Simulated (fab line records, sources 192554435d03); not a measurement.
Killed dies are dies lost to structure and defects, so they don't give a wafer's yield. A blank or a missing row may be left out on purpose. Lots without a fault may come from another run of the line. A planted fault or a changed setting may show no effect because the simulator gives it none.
Problem report in the 8D (eight disciplines) form, filled by code | flow n5_finfet | the parts of the form that need people (team, actions taken, sign-off) are left out

1. THE PROBLEM
susceptor_temp_C at N5_HKMG_FIN_CVD_62 reads a mean of 513.10 C on 6 wafers of 2 lots; wafers without a fault read 500.00 C with a standard deviation of 0.25. That is +52 standard deviations from the usual mean.
The step: deposits a-Si from Si2H6, target thk 3 nm, time 20.8 s.
First seen on wafer L450.1, day 7 11:47, on thermal_cvd_si-01. The record holds 37 wafers of 13 lots with a number at this step. Rule for "out", or "out of limits": more than 4 standard deviations from the usual mean. The other wafers with a number count as sound.

2. WHAT IT IS AND WHAT IT IS NOT
question                    | is                     | is not
which readings at this step | susceptor_temp_C       | -
which lots                  | L450, L452             | L436, L437, L438, L439, L440, L441, L443, L446, L447, L449, L458
which wafers of those lots  | all that have a number | -
read on which tools         | thermal_cvd_si-01      | thermal_cvd_si-02
when                        | from day 7 11:47       | up to then (28 sound wafers); but 3 sound wafers of L458 came after

3. SUSPECTS, AND WHAT RULES EACH OUT
Counting: a tool at a process step up to the reading stays a suspect if it ran every lot that is out and no sound lot after the first of them.
- thermal_cvd_si-01 at N5_HKMG_FIN_CVD_62 (deposits a-Si from Si2H6, target thk 3 nm, time 20.8 s): kept. It ran every lot that is out, first L450 (day 7 11:47), and no sound lot after that; its last sound lot up to then is L446 (day 6 16:55). Its own readings are out on those wafers: susceptor_temp_C.
Left after counting: thermal_cvd_si-01 at N5_HKMG_FIN_CVD_62.

4. THE CAUSE (what the simulator had put in)
Process parameter drift: thermal_cvd_si-01, from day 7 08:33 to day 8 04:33, at N5_HKMG_FIN_CVD_62. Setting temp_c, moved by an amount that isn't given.
Counting left only this tool.

5. THE CHAIN OF EFFECTS, in route order
Each row: a reading whose mean over the struck wafers that have a number lies more than 3 standard deviations from the usual. Only readings for which the record gives a usual standard deviation are gone through. hours: the time from each lot's start at the first step in this table that gives one to its start at this step, as a median over the lots. sigmas: the change in usual standard deviations.
hours | step               | reading          | usual    | on struck wafers | change | sigmas
0     | N5_HKMG_FIN_CVD_62 | susceptor_temp_C | 500.00 C | 513.10           | +13.10 | +52
The process steps in it:
- N5_HKMG_FIN_CVD_62: deposits a-Si from Si2H6, target thk 3 nm, time 20.8 s.

6. WHAT WOULD HAVE CAUGHT IT SOONER
In this record the first reading out of limits was taken at day 7 11:47, 3 hours after the fault began at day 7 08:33.
